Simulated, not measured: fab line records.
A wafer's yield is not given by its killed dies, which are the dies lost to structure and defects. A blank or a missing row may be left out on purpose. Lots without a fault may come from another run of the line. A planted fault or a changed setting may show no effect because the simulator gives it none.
Matching of chambers || flow n5_finfet || 4 sister chambers for N5_BEOL_M10_ETCH_65 on rie_diel-01
The step etches SiARC in CF4, target depth 39 nm, time 65 s. 8 wafers are shown with their chamber, then 6 later ones without.

EACH WAFER AND ITS CHAMBER
{"wafer": "L198.6", "chamber": 2, "drypump_motor_current_A (A)": 5.3, "throttle_valve_pct (%)": 15.59}
{"wafer": "L202.2", "chamber": 1, "drypump_motor_current_A (A)": 5.3, "throttle_valve_pct (%)": 16.00}
{"wafer": "L202.6", "chamber": 0, "drypump_motor_current_A (A)": 6.5, "throttle_valve_pct (%)": 15.29}
{"wafer": "L210.2", "chamber": 2, "drypump_motor_current_A (A)": 5.3, "throttle_valve_pct (%)": 15.63}
{"wafer": "L210.3", "chamber": 3, "drypump_motor_current_A (A)": 5.4, "throttle_valve_pct (%)": 15.82}
{"wafer": "L210.4", "chamber": 0, "drypump_motor_current_A (A)": 6.5, "throttle_valve_pct (%)": 15.34}
{"wafer": "L212.2", "chamber": 1, "drypump_motor_current_A (A)": 5.4, "throttle_valve_pct (%)": 16.03}
{"wafer": "L212.3", "chamber": 3, "drypump_motor_current_A (A)": 5.4, "throttle_valve_pct (%)": 15.84}

WAFERS WHOSE CHAMBER IS MISSING
{"wafer": "L212.4", "drypump_motor_current_A (A)": 6.5, "throttle_valve_pct (%)": 15.32}
{"wafer": "L217.5", "drypump_motor_current_A (A)": 5.4, "throttle_valve_pct (%)": 15.87}
{"wafer": "L217.6", "drypump_motor_current_A (A)": 6.5, "throttle_valve_pct (%)": 15.37}
{"wafer": "L218.1", "drypump_motor_current_A (A)": 5.3, "throttle_valve_pct (%)": 15.64}
{"wafer": "L218.4", "drypump_motor_current_A (A)": 6.5, "throttle_valve_pct (%)": 15.36}
{"wafer": "L218.6", "drypump_motor_current_A (A)": 5.4, "throttle_valve_pct (%)": 15.84}

WHICH CHAMBER EACH WENT THROUGH
{"wafer": "L212.4", "from the rows above": 0, "in truth": 0}
{"wafer": "L217.5", "from the rows above": 3, "in truth": 3}
{"wafer": "L217.6", "from the rows above": 0, "in truth": 0}
{"wafer": "L218.1", "from the rows above": 2, "in truth": 2}
{"wafer": "L218.4", "from the rows above": 0, "in truth": 0}
{"wafer": "L218.6", "from the rows above": 3, "in truth": 3}
Correct placement for 6 of the 6. Left unplaced by these rows: 0. Wrongly placed: 0.
How it was worked out, from the rows above alone: a wafer's distance from a chamber is the root of the sum, over the readings, of the square of ((its reading less the chamber's mean) divided by the reading's scatter). If the next closest chamber is less than 2 further off than the closest, the wafer can't be placed; otherwise it belongs to the closest. For every chamber, the mean is computed from those of its wafers that are shown. The scatter is the square root of a quotient: the sum, over the shown wafers, of each reading's squared deviation from its chamber's mean, divided by wafers minus chambers.
